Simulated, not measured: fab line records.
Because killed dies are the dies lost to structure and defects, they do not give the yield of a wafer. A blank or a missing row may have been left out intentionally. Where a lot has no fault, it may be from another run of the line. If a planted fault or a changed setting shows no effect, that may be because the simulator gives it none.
fab line records | flow nandHarc
record: lots: 14 | wafers: 42 | lastDay: 34
route steps=1302 shown A_ONON_D1@425 END@1302
lots with no fault: from the same line, run without faults
startH: start of the lot's first displayed wafer, in hours after the record's first day | waitH: hours from the lot's prior step to this one | " the same as in the row above | L1.1+2: a row that stands for several wafers | - either no value or no given start | * or withheld: withheld | < > ~ a bound
route shown NAME@n: a module of which the file shows steps, and the number in the route of the first | usual: mean and standard deviation over wafers with no fault | same: alike in all rows | chamber/n: place in a boat | sites: the reading at each site | _std_site: how widely they spread, as a standard deviation | _edge_site: outer sites' mean less inner sites' | radiusMm: for every site, how far away it sits from the centre of the wafer | mask NAME#n: copy n | behind: the tool/chamber that last shaped the wafer | hold: what put the lot on hold/how long, in hours/how the hold closed | device: which transistor (n, p or np) failed to switch | end of line: the same wafers' tests at the end of the route | for a step that has no rows: nothing shown but its recipe | killed: count of dies lost to structure and defects at first sort (not the wafer's yield) | map: per-die view of a wafer (x killed, . not killed, _ where there is no die)
set.NAME: setting as actually run; set.NAME@STEP: the setting as run at that earlier step | model.NAME: the simulator's own value behind a step, which no gauge read
steps of the route over a sample of lots; a table a step, a row a wafer
services: from which hour (startH, from the record's first day; less than 0 if before it) a tool's chamber was out of use, for how many hours, and why
== steps ==
step: NHARC_A_ONON_D1_THK_MEAS_02
recipe: thkMeasGauge: ellipsometry
usual: thkNm: 999/8.7
lot.wafer | tool         | chamber | startH | waitH | thkNm
L677.1    | filmMetro-01 | -       | 164.61 | -     | 990
L677.4    | "            | -       | "      | "     | 988
L677.6    | "            | -       | "      | "     | 989
L678.2    | filmMetro-01 | -       | 174.60 | -     | 1005
L678.5    | "            | -       | "      | "     | 1004
L678.6    | "            | -       | "      | "     | 1004
L679.1    | filmMetro-02 | -       | 182.42 | -     | 992
L679.2    | "            | -       | "      | "     | 991
L679.5    | "            | -       | "      | "     | 991
L680.4    | filmMetro-02 | -       | 191.28 | -     | 1018
L680.5    | "            | -       | "      | "     | 1018
L680.6    | "            | -       | "      | "     | 1017
L682.2    | filmMetro-02 | -       | 207.89 | -     | 1017
L682.4    | "            | -       | "      | "     | 1017
L682.5    | "            | -       | "      | "     | 1016
L684.2    | filmMetro-02 | -       | 227.43 | -     | 1004
L684.5    | "            | -       | "      | "     | 1005
L684.6    | "            | -       | "      | "     | 1006
L685.1    | filmMetro-01 | -       | 247.20 | -     | 988
L685.2    | "            | -       | "      | "     | 992
L685.4    | "            | -       | "      | "     | 991
L686.1    | filmMetro-01 | -       | 256.82 | -     | 1007
L686.2    | "            | -       | "      | "     | 1005
L686.3    | "            | -       | "      | "     | 1005
L687.2    | filmMetro-01 | -       | 268.55 | -     | 996
L687.3    | "            | -       | "      | "     | 996
L687.6    | "            | -       | "      | "     | 993
L696.1    | filmMetro-02 | -       | 350.22 | -     | 987
L696.2    | "            | -       | "      | "     | 989
L696.4    | "            | -       | "      | "     | 987
L697.1    | filmMetro-02 | -       | 358.41 | -     | 997
L697.2    | "            | -       | "      | "     | 1000
L697.5    | "            | -       | "      | "     | 998
L698.3    | filmMetro-02 | -       | 368.46 | -     | 982
L698.4    | "            | -       | "      | "     | 984
L698.6    | "            | -       | "      | "     | 984
L700.2    | filmMetro-01 | -       | 386.76 | -     | 1004
L700.5    | "            | -       | "      | "     | 1003
L700.6    | "            | -       | "      | "     | 1002
L699.1    | filmMetro-01 | -       | 386.78 | -     | 1001
L699.2    | "            | -       | "      | "     | 1003
L699.6    | "            | -       | "      | "     | 1000
step: NHARC_A_ONON_D1_THK_MEAS_14
recipe: thkMeasGauge: ellipsometry
usual: thkNm: 999/11
lot.wafer | tool         | chamber | startH | waitH | thkNm
L677.1    | filmMetro-02 | -       | 166.89 | -     | 981
L677.4    | "            | -       | "      | "     | 981
L677.6    | "            | -       | "      | "     | 980
L678.2    | filmMetro-01 | -       | 176.89 | -     | 991
L678.5    | "            | -       | "      | "     | 993
L678.6    | "            | -       | "      | "     | 994
L679.1    | filmMetro-01 | -       | 184.68 | -     | 996
L679.2    | "            | -       | "      | "     | 997
L679.5    | "            | -       | "      | "     | 995
L680.4    | filmMetro-02 | -       | 193.55 | -     | 983
L680.5    | "            | -       | "      | "     | 983
L680.6    | "            | -       | "      | "     | 983
L682.2    | filmMetro-01 | -       | 210.15 | -     | 1012
L682.4    | "            | -       | "      | "     | 1009
L682.5    | "            | -       | "      | "     | 1009
L684.2    | filmMetro-02 | -       | 229.69 | -     | 1007
L684.5    | "            | -       | "      | "     | 1009
L684.6    | "            | -       | "      | "     | 1008
L685.1    | filmMetro-02 | -       | 249.46 | -     | 995
L685.2    | "            | -       | "      | "     | 994
L685.4    | "            | -       | "      | "     | 995
L686.1    | filmMetro-01 | -       | 259.09 | -     | 993
L686.2    | "            | -       | "      | "     | 992
L686.3    | "            | -       | "      | "     | 992
L687.2    | filmMetro-01 | -       | 270.82 | -     | 1009
L687.3    | "            | -       | "      | "     | 1008
L687.6    | "            | -       | "      | "     | 1008
L696.1    | filmMetro-01 | -       | 352.50 | -     | 1004
L696.2    | "            | -       | "      | "     | 1002
L696.4    | "            | -       | "      | "     | 1002
L697.1    | filmMetro-02 | -       | 360.68 | -     | 1008
L697.2    | "            | -       | "      | "     | 1008
L697.5    | "            | -       | "      | "     | 1008
L698.3    | filmMetro-01 | -       | 370.74 | -     | 1014
L698.4    | "            | -       | "      | "     | 1013
L698.6    | "            | -       | "      | "     | 1013
L700.2    | filmMetro-01 | -       | 389.02 | -     | 993
L700.5    | "            | -       | "      | "     | 992
L700.6    | "            | -       | "      | "     | 992
L699.1    | filmMetro-01 | -       | 389.05 | -     | 989
L699.2    | "            | -       | "      | "     | 990
L699.6    | "            | -       | "      | "     | 988
step: NHARC_A_ONON_D1_THK_MEAS_27
recipe: thkMeasGauge: ellipsometry
usual: thkNm: 1001/9.9
lot.wafer | tool         | chamber | startH | waitH | thkNm
L677.1    | filmMetro-02 | -       | 176.47 | -     | 1010
L677.4    | "            | -       | "      | "     | 1011
L677.6    | "            | -       | "      | "     | 1010
L678.2    | filmMetro-01 | -       | 186.36 | -     | 982
L678.5    | "            | -       | "      | "     | 980
L678.6    | "            | -       | "      | "     | 980
L679.1    | filmMetro-02 | -       | 194.40 | -     | 1003
L679.2    | "            | -       | "      | "     | 1002
L679.5    | "            | -       | "      | "     | 1003
L680.4    | filmMetro-01 | -       | 203.03 | -     | 986
L680.5    | "            | -       | "      | "     | 987
L680.6    | "            | -       | "      | "     | 988
L682.2    | filmMetro-01 | -       | 219.60 | -     | 1007
L682.4    | "            | -       | "      | "     | 1005
L682.5    | "            | -       | "      | "     | 1006
L684.2    | filmMetro-01 | -       | 240.58 | -     | 990
L684.5    | "            | -       | "      | "     | 989
L684.6    | "            | -       | "      | "     | 992
L685.1    | filmMetro-02 | -       | 261.01 | -     | 1010
L685.2    | "            | -       | "      | "     | 1008
L685.4    | "            | -       | "      | "     | 1009
L686.1    | filmMetro-01 | -       | 268.99 | -     | 1018
L686.2    | "            | -       | "      | "     | 1018
L686.3    | "            | -       | "      | "     | 1017
L687.2    | filmMetro-02 | -       | 281.67 | -     | 1004
L687.3    | "            | -       | "      | "     | 1004
L687.6    | "            | -       | "      | "     | 1004
L696.1    | filmMetro-01 | -       | 362.44 | -     | 1007
L696.2    | "            | -       | "      | "     | 1009
L696.4    | "            | -       | "      | "     | 1008
L697.1    | filmMetro-02 | -       | 371.29 | -     | 988
L697.2    | "            | -       | "      | "     | 988
L697.5    | "            | -       | "      | "     | 988
L698.3    | filmMetro-01 | -       | 380.25 | -     | 991
L698.4    | "            | -       | "      | "     | 990
L698.6    | "            | -       | "      | "     | 990
L700.2    | filmMetro-01 | -       | 398.79 | -     | 996
L700.5    | "            | -       | "      | "     | 995
L700.6    | "            | -       | "      | "     | 996
L699.1    | filmMetro-02 | -       | 398.79 | -     | 998
L699.2    | "            | -       | "      | "     | 999
L699.6    | "            | -       | "      | "     | 997
step: NHARC_A_ONON_D1_DEP_33
recipe: targetThkA: 2000 | tempC: 400 | pressureTorr: 6.5 | rfW: 900 | teosFlowSccm: 161.4 | flowSccm: 2650 | targetThkNm: 200 | gas: O2 | material: SiO2
usual: heaterPowerW: 532/90 | susceptorTempC: 400.01/0.2 | throttleValvePct: 15.8/0.51
lot.wafer | tool     | chamber | startH | waitH | heaterPowerW | susceptorTempC | throttleValvePct
L677.1    | pecvd-02 | 1       | 177.16 | 0.1   | 572          | 400.04         | 16.8
L677.4    | "        | 2       | "      | "     | 474          | 400.16         | 15.5
L677.6    | "        | 2       | "      | "     | 480          | 400.08         | 15.5
L678.2    | pecvd-01 | 0       | 187.07 | 0.1   | 655          | 400.35         | 15.5
L678.6    | "        | 2       | "      | "     | 622          | 399.72         | 16.4
L678.5    | "        | 0       | "      | "     | 687          | 399.65         | 15.7
L679.1    | pecvd-01 | 2       | 195.07 | 0.1   | 564          | 400.25         | 16.7
L679.2    | "        | 0       | "      | "     | 606          | 400.24         | 15.6
L679.5    | "        | 2       | "      | "     | 584          | 400.14         | 16.6
L680.4    | pecvd-01 | 1       | 203.78 | 0.2   | 406          | 400.11         | 15.9
L680.6    | "        | 2       | "      | "     | 611          | 400.03         | 16.5
L680.5    | "        | 0       | "      | "     | 713          | 400.02         | 15.5
L682.2    | pecvd-02 | 0       | 220.27 | 0.1   | 471          | 400.06         | 15.9
L682.5    | "        | 2       | "      | "     | 521          | 399.94         | 15.6
L682.4    | "        | 0       | "      | "     | 480          | 400.15         | 15.6
L684.2    | pecvd-02 | 2       | 241.25 | 0.1   | 437          | 400.18         | 15.1
L684.6    | "        | 1       | "      | "     | 641          | 399.73         | 16.3
L684.5    | "        | 0       | "      | "     | 387          | 399.93         | 15.2
L685.1    | pecvd-02 | 2       | 261.64 | 0.1   | 418          | 399.69         | 15.2
L685.2    | "        | 1       | "      | "     | 547          | 400.10         | 16.1
L685.4    | "        | 2       | "      | "     | 439          | 400.02         | 15.4
L686.1    | pecvd-02 | 1       | 269.62 | 0.1   | 579          | 400.07         | 16.2
L686.2    | "        | 2       | "      | "     | 542          | 400.11         | 15.2
L686.3    | "        | 0       | "      | "     | 391          | 399.94         | 15.1
L687.2    | pecvd-02 | 0       | 282.34 | 0.1   | 349          | 400.10         | 15.4
L687.3    | "        | 1       | "      | "     | 579          | 399.90         | 16.4
L687.6    | "        | 0       | "      | "     | 367          | 399.68         | 15.3
L696.1    | pecvd-03 | 0       | 363.07 | 0.1   | 521          | 399.89         | 15.7
L696.2    | "        | 2       | "      | "     | 585          | 400.15         | 15.8
L696.4    | "        | 1       | "      | "     | 543          | 400.12         | 16.3
L697.1    | pecvd-02 | 0       | 371.92 | 0.1   | 426          | 399.92         | 15.6
L697.2    | "        | 2       | "      | "     | 516          | 400.26         | 15.3
L697.5    | "        | 0       | "      | "     | 438          | 400.08         | 15.6
L698.3    | pecvd-02 | 0       | 380.92 | 0.1   | 441          | 399.65         | 15.5
L698.6    | "        | 0       | "      | "     | 320          | 400.08         | 15.4
L698.4    | "        | 1       | "      | "     | 623          | 400.25         | 16.6
L699.1    | pecvd-02 | 1       | 399.42 | 0.1   | 561          | 399.94         | 16.7
L699.2    | "        | 0       | "      | "     | 445          | 399.85         | 15.2
L699.6    | "        | 1       | "      | "     | 578          | 399.96         | 16.8
L700.2    | pecvd-01 | 2       | 399.53 | 0.1   | 644          | 400.08         | 17.0
L700.5    | "        | 1       | "      | "     | 494          | 400.16         | 16.4
L700.6    | "        | 2       | "      | "     | 651          | 400.21         | 16.8
step: NHARC_A_ONON_D1_THK_MEAS_34
recipe: thkMeasGauge: ellipsometry
usual: thkNm: 200.8/2.8
lot.wafer | tool         | chamber | startH | waitH | hold                    | thkNm
L677.1    | filmMetro-01 | -       | 177.64 | 0.4   | -                       | 196.2
L677.4    | "            | -       | "      | "     | -                       | 199.5
L677.6    | "            | -       | "      | "     | -                       | 199.9
L678.2    | filmMetro-02 | -       | 187.40 | -     | -                       | 196.2
L678.5    | "            | -       | "      | "     | -                       | 198.9
L678.6    | "            | -       | "      | "     | -                       | 203.9
L679.1    | filmMetro-01 | -       | 195.44 | -     | -                       | 201.2
L679.2    | "            | -       | "      | "     | -                       | 198.6
L679.5    | "            | -       | "      | "     | -                       | 202.1
L680.4    | filmMetro-01 | -       | 204.07 | -     | -                       | 201.9
L680.5    | "            | -       | "      | "     | -                       | 203.4
L680.6    | "            | -       | "      | "     | -                       | 201.3
L682.2    | filmMetro-02 | -       | 220.64 | -     | -                       | 201.0
L682.4    | "            | -       | "      | "     | -                       | 203.5
L682.5    | "            | -       | "      | "     | -                       | 200.3
L684.2    | filmMetro-01 | -       | 241.62 | -     | -                       | 196.6
L684.5    | "            | -       | "      | "     | -                       | 205.8
L684.6    | "            | -       | "      | "     | -                       | 205.1
L685.1    | filmMetro-01 | -       | 262.06 | -     | -                       | 194.9
L685.2    | "            | -       | "      | "     | -                       | 199.0
L685.4    | "            | -       | "      | "     | -                       | 198.0
L686.1    | filmMetro-02 | -       | 270.04 | -     | awaitDispo/0.2h/release | 360.4
L686.2    | "            | -       | "      | "     | awaitDispo/0.2h/release | 362.2
L686.3    | "            | -       | "      | "     | awaitDispo/0.2h/release | 365.3
L686.1    | filmMetro-02 | -       | 270.21 | 0.2   | -                       | 360.6
L686.2    | "            | -       | "      | "     | -                       | 363.2
L686.3    | "            | -       | "      | "     | -                       | 364.9
L687.2    | filmMetro-01 | -       | 282.71 | -     | awaitDispo/0.2h/release | 365.2
L687.3    | "            | -       | "      | "     | awaitDispo/0.2h/release | 362.9
L687.6    | "            | -       | "      | "     | awaitDispo/0.2h/release | 370.8
L687.2    | filmMetro-01 | -       | 282.88 | 0.2   | -                       | 367.1
L687.3    | "            | -       | "      | "     | -                       | 363.6
L687.6    | "            | -       | "      | "     | -                       | 368.7
L696.1    | filmMetro-01 | -       | 363.47 | -     | -                       | 195.1
L696.2    | "            | -       | "      | "     | -                       | 198.8
L696.4    | "            | -       | "      | "     | -                       | 201.5
L697.1    | filmMetro-01 | -       | 372.34 | -     | -                       | 201.8
L697.2    | "            | -       | "      | "     | -                       | 195.0
L697.5    | "            | -       | "      | "     | -                       | 205.8
L698.3    | filmMetro-01 | -       | 381.29 | -     | -                       | 204.3
L698.4    | "            | -       | "      | "     | -                       | 204.5
L698.6    | "            | -       | "      | "     | -                       | 206.5
L700.2    | filmMetro-02 | -       | 399.85 | -     | -                       | 195.2
L700.5    | "            | -       | "      | "     | -                       | 202.6
L700.6    | "            | -       | "      | "     | -                       | 200.2
L699.1    | filmMetro-01 | -       | 399.96 | 0.5   | -                       | 198.7
L699.2    | "            | -       | "      | "     | -                       | 198.1
L699.6    | "            | -       | "      | "     | -                       | 202.9
step: NHARC_END_SORT_01
recipe: tempC: 25
usual: defectLimitedYield: 90.9/2.6 | killedAtArray: 57/18 | killedAtOther: 0.8/1 | killedAtPeriphery: 3.9/2.8 | killedDies: 62/18 | killedOpen: 3.4/1.8 | killedShort: 2.2/1.6
same: grossDies: 677
lot.wafer | tool      | chamber | startH | waitH | defectLimitedYield[%] | killedAtArray | killedAtOther | killedAtPeriphery | killedDies | killedOpen | killedShort
L684.2    | prober-01 | 0       | 623.23 | 2.8   | 93.1                  | 45            | 2             | 0                 | 47         | 4          | 0
L684.5    | prober-01 | 0       | 625.60 | 3.7   | 92.5                  | 45            | 1             | 5                 | 51         | 2          | 1
L684.6    | prober-01 | 0       | 626.39 | 4.0   | 93.6                  | 40            | 1             | 2                 | 43         | 3          | 1
L682.2    | prober-02 | 0       | 623.29 | 2.8   | 86.3                  | 87            | 0             | 6                 | 93         | 7          | 3
L682.4    | prober-02 | 0       | 624.87 | 3.4   | 85.5                  | 88            | 0             | 10                | 98         | 3          | 1
L682.5    | prober-02 | 0       | 625.66 | 3.7   | 87.0                  | 76            | 0             | 12                | 88         | 3          | 1
L685.1    | prober-02 | 0       | 653.85 | 2.5   | 90.5                  | 56            | 0             | 8                 | 64         | 3          | 1
L685.4    | prober-02 | 0       | 656.21 | 3.4   | 91.1                  | 57            | 0             | 3                 | 60         | 4          | 4
L697.1    | prober-02 | 0       | 775.67 | 2.5   | 92.3                  | 51            | 0             | 1                 | 52         | 2          | 2
L697.2    | prober-02 | 0       | 776.49 | 2.8   | 91.3                  | 56            | 2             | 1                 | 59         | 4          | 1
L697.5    | prober-02 | 0       | 778.94 | 3.8   | 90.4                  | 58            | 2             | 5                 | 65         | 2          | 5
L699.1    | prober-01 | 0       | 805.91 | 2.5   | 88.9                  | 71            | 0             | 4                 | 75         | 4          | 2
L699.2    | prober-01 | 0       | 806.71 | 2.8   | 90.5                  | 60            | 0             | 4                 | 64         | 3          | 1
L699.6    | prober-01 | 0       | 809.88 | 4.0   | 90.8                  | 60            | 1             | 1                 | 62         | 0          | 4
killed by level:class
L684.2 A_SLIT:chamberFilmFlake=30 A_CHANNEL_HOLE_D2:chamberFilmFlake=5 A_CHANNEL_FILL_D1:geometricParticle:open=3 A_M0:chamberFilmFlake=2 THIN_TSV:chamberFilmFlake=2 A_ONON_D1:geometricParticle:open=1 A_CHANNEL_HOLE_D1:chamberFilmFlake=1 A_DECK1_JOINT:chamberFilmFlake=1
L682.2 A_CHANNEL_HOLE_D1:chamberFilmFlake=34 A_SLIT:chamberFilmFlake=21 A_CHANNEL_HOLE_D2:chamberFilmFlake=7 A_STAIRCASE:chamberFilmFlake=6 A_CHANNEL_FILL_D1:chamberFilmFlake=4 A_CONTACT:chamberFilmFlake=4 A_CHANNEL_FILL_D2:chamberFilmFlake=3 P_M0:geometricParticle:open=2
L682.4 A_CHANNEL_HOLE_D1:chamberFilmFlake=32 A_SLIT:chamberFilmFlake=23 A_CHANNEL_HOLE_D2:chamberFilmFlake=9 A_CONTACT:chamberFilmFlake=7 A_STAIRCASE:chamberFilmFlake=6 P_STI:chamberFilmFlake=4 A_CHANNEL_FILL_D1:chamberFilmFlake=4 P_BONDPAD:chamberFilmFlake=3
L684.5 A_SLIT:chamberFilmFlake=24 A_CHANNEL_HOLE_D2:chamberFilmFlake=10 P_CONTACT:chamberFilmFlake=5 A_CHANNEL_HOLE_D1:chamberFilmFlake=4 A_CONTACT:chamberFilmFlake=3 A_M1:geometricParticle:open=1 A_CHANNEL_FILL_D1:geometricParticle:short=1 STARTING-WAFER:geometricParticle:open=1
L682.5 A_SLIT:chamberFilmFlake=30 A_CHANNEL_HOLE_D1:chamberFilmFlake=26 A_STAIRCASE:chamberFilmFlake=7 P_ZERO_WELL:chamberFilmFlake=5 A_CHANNEL_HOLE_D2:chamberFilmFlake=5 A_CONTACT:chamberFilmFlake=5 P_STI:chamberFilmFlake=2 P_GATE:chamberFilmFlake=2
L684.6 A_SLIT:chamberFilmFlake=22 A_CHANNEL_HOLE_D1:chamberFilmFlake=6 A_CHANNEL_HOLE_D2:chamberFilmFlake=4 A_CONTACT:chamberFilmFlake=2 A_ONON_D1:geometricParticle:open=1 A_DECK1_JOINT:geometricParticle:short=1 A_SLIT:geometricParticle:open=1 A_CONTACT:geometricParticle:open=1
L685.1 A_CHANNEL_HOLE_D1:chamberFilmFlake=28 A_CHANNEL_HOLE_D2:chamberFilmFlake=22 P_M2:chamberFilmFlake=4 P_CONTACT:chamberFilmFlake=2 A_CONTACT:chamberFilmFlake=2 P_GATE:geometricParticle:open=1 A_ONON_D2:geometricParticle:short=1 A_SGD_CUT:geometricParticle:open=1
L685.4 A_CHANNEL_HOLE_D1:chamberFilmFlake=28 A_CHANNEL_HOLE_D2:chamberFilmFlake=17 A_SLIT:chamberFilmFlake=3 A_DECK1_JOINT:geometricParticle:short=2 A_CONTACT:chamberFilmFlake=2 P_M0:geometricParticle:open=1 P_M1:geometricParticle:short=1 A_CHANNEL_HOLE_D1:geometricParticle:open=1
L697.1 A_SLIT:chamberFilmFlake=20 A_CHANNEL_HOLE_D1:chamberFilmFlake=9 A_STAIRCASE:chamberFilmFlake=5 A_CHANNEL_FILL_D2:chamberFilmFlake=3 A_CONTACT:chamberFilmFlake=3 A_WL_FILL:geometricParticle:short=2 A_DECK1_JOINT:chamberFilmFlake=2 A_CHANNEL_HOLE_D2:chamberFilmFlake=2
L697.2 A_SLIT:chamberFilmFlake=27 A_CHANNEL_HOLE_D1:chamberFilmFlake=10 A_STAIRCASE:chamberFilmFlake=5 A_CHANNEL_FILL_D2:chamberFilmFlake=4 A_CONTACT:chamberFilmFlake=3 A_CHANNEL_FILL_D1:chamberFilmFlake=2 THIN_TSV:chamberFilmFlake=2 P_M1:geometricParticle:open=1
L697.5 A_SLIT:chamberFilmFlake=34 A_CHANNEL_HOLE_D1:chamberFilmFlake=5 A_STAIRCASE:chamberFilmFlake=5 A_CHANNEL_FILL_D1:chamberFilmFlake=2 A_DECK1_JOINT:chamberFilmFlake=2 A_CHANNEL_HOLE_D2:chamberFilmFlake=2 A_CHANNEL_FILL_D2:chamberFilmFlake=2 THIN_TSV:chamberFilmFlake=2
L699.1 A_CHANNEL_HOLE_D2:chamberFilmFlake=34 A_CHANNEL_HOLE_D1:chamberFilmFlake=15 A_SLIT:chamberFilmFlake=10 P_GATE:chamberFilmFlake=3 A_STAIRCASE:chamberFilmFlake=3 A_CONTACT:chamberFilmFlake=3 A_SOURCE_PLATE:geometricParticle:open=1 A_CHANNEL_FILL_D2:geometricParticle:open=1
L699.2 A_CHANNEL_HOLE_D1:chamberFilmFlake=25 A_CHANNEL_HOLE_D2:chamberFilmFlake=18 A_CONTACT:chamberFilmFlake=5 A_SLIT:chamberFilmFlake=4 A_STAIRCASE:chamberFilmFlake=3 A_WL_FILL:chamberFilmFlake=2 P_CONTACT:geometricParticle:open=1 P_M0:geometricParticle:open=1
L699.6 A_CHANNEL_HOLE_D2:chamberFilmFlake=24 A_CHANNEL_HOLE_D1:chamberFilmFlake=19 A_STAIRCASE:chamberFilmFlake=5 A_SLIT:chamberFilmFlake=5 A_WL_FILL:chamberFilmFlake=3 P_M2:geometricParticle:short=1 A_SOURCE_PLATE:geometricParticle:short=1 A_CHANNEL_FILL_D1:geometricParticle:short=1
== services ==
tool     | chamber | startH | hours | kind
pecvd-02 | 0       | 158.48 | 20.2  | repair
pecvd-03 | -       | 185.37 | 13.0  | pm
pecvd-03 | 0       | 185.37 | 13.0  | ventCycle
pecvd-03 | 1       | 185.37 | 13.0  | ventCycle
pecvd-03 | 2       | 185.37 | 13.0  | ventCycle
pecvd-02 | -       | 227.37 | 13.0  | pm
pecvd-02 | 0       | 227.37 | 13.0  | ventCycle
pecvd-02 | 1       | 227.37 | 13.0  | ventCycle
pecvd-02 | 2       | 227.37 | 13.0  | ventCycle
pecvd-02 | 0       | 240.37 | -     | clean
pecvd-02 | 1       | 240.37 | -     | clean
pecvd-02 | 2       | 240.37 | -     | clean
pecvd-01 | -       | 308.66 | 0.9   | repair
pecvd-01 | -       | 311.45 | 13.0  | pm
pecvd-01 | 0       | 311.45 | 13.0  | ventCycle
pecvd-01 | 1       | 311.45 | 13.0  | ventCycle
pecvd-01 | 2       | 311.45 | 13.0  | ventCycle
pecvd-01 | 0       | 324.45 | -     | clean
pecvd-01 | 1       | 324.45 | -     | clean
pecvd-01 | 2       | 324.45 | -     | clean
pecvd-02 | -       | 337.71 | 0.2   | repair
pecvd-01 | 2       | 344.35 | 11.9  | repair
pecvd-03 | -       | 366.37 | 13.0  | pm
pecvd-02 | 2       | 384.12 | 186.0 | repair
== key ==
firstSign: step: NHARC_A_ONON_D1_THK_MEAS_34 | reading: visit | direction: added
effect: step: NHARC_A_ONON_D1_THK_MEAS_34 | reading: thkNm | direction: up | sigmas: 59 | usual: 200.8 | struck: 364.5
metAt NHARC_A_ONON_D1_DEP_33
struckLots L686,L687
scrappedBehind NHARC_A_ONON_D1_THK_MEAS_34 L686.1,L686.2,L686.3,L687.2,L687.3,L687.6
notActingAt NHARC_A_ONON_D1_THK_MEAS_02,NHARC_A_ONON_D1_THK_MEAS_14,NHARC_A_ONON_D1_THK_MEAS_27
onsetBetween 261.64 269.62
fault: kind: processParameterDrift | tool: pecvd-02 | chamber: - | onsetH: 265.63 | steps: NHARC_A_ONON_D1_DEP_33 | channel: targetThkNm | offset: 166.41 | shape: step | endH: 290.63 | actsIn: theseRecipesOnly | stated: 200
